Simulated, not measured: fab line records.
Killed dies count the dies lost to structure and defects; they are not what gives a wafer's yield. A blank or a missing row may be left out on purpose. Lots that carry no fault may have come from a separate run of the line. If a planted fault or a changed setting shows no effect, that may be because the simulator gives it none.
Chamber matching / flow n5Finfet / rieDiel-05 running N5_BEOL_M0_CUTY_ETCH_62: 4 sister chambers
The step etches SiARC in CF4, time 58.5 s. 4 wafers are shown with their chamber, then 7 later ones without.

## WAFERS PAIRED WITH THEIR CHAMBERS
wafer=L079.2; chamber=1; drypumpMotorCurrentA (A)=6.2
wafer=L085.3; chamber=0; drypumpMotorCurrentA (A)=5.7
wafer=L090.2; chamber=3; drypumpMotorCurrentA (A)=6.7
wafer=L090.3; chamber=2; drypumpMotorCurrentA (A)=5.7

## WAFERS MISSING THEIR CHAMBER
wafer=L090.6; drypumpMotorCurrentA (A)=6.2
wafer=L093.1; drypumpMotorCurrentA (A)=5.7
wafer=L093.3; drypumpMotorCurrentA (A)=5.7
wafer=L093.6; drypumpMotorCurrentA (A)=6.2
wafer=L097.2; drypumpMotorCurrentA (A)=5.8
wafer=L097.3; drypumpMotorCurrentA (A)=6.7
wafer=L097.6; drypumpMotorCurrentA (A)=6.2

## EACH ONE'S CHAMBER
wafer=L090.6; from the rows above=1; in truth=1
wafer=L093.1; from the rows above=can't be placed: 0 or 2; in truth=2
wafer=L093.3; from the rows above=can't be placed: 0 or 2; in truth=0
wafer=L093.6; from the rows above=1; in truth=1
wafer=L097.2; from the rows above=can't be placed: 0 or 2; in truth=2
wafer=L097.3; from the rows above=3; in truth=3
wafer=L097.6; from the rows above=1; in truth=1
4 of 7 placed correctly. Not placeable from these rows: 3 (in 3, the candidates include the true chamber). Placed wrongly: 0.
How it was worked out, from the rows above alone: a wafer's distance from a chamber is the root of the sum, over the readings, of the square of ((its reading less the chamber's mean) divided by the reading's scatter). The wafer belongs to the nearest chamber; if the next one is less than 2 further off, it can't be placed. Each chamber's mean is taken over the wafers shown for it. The scatter (one wafer shown for each chamber): square how far every hidden wafer sits from the nearest shown wafer, average those squares and take the square root.
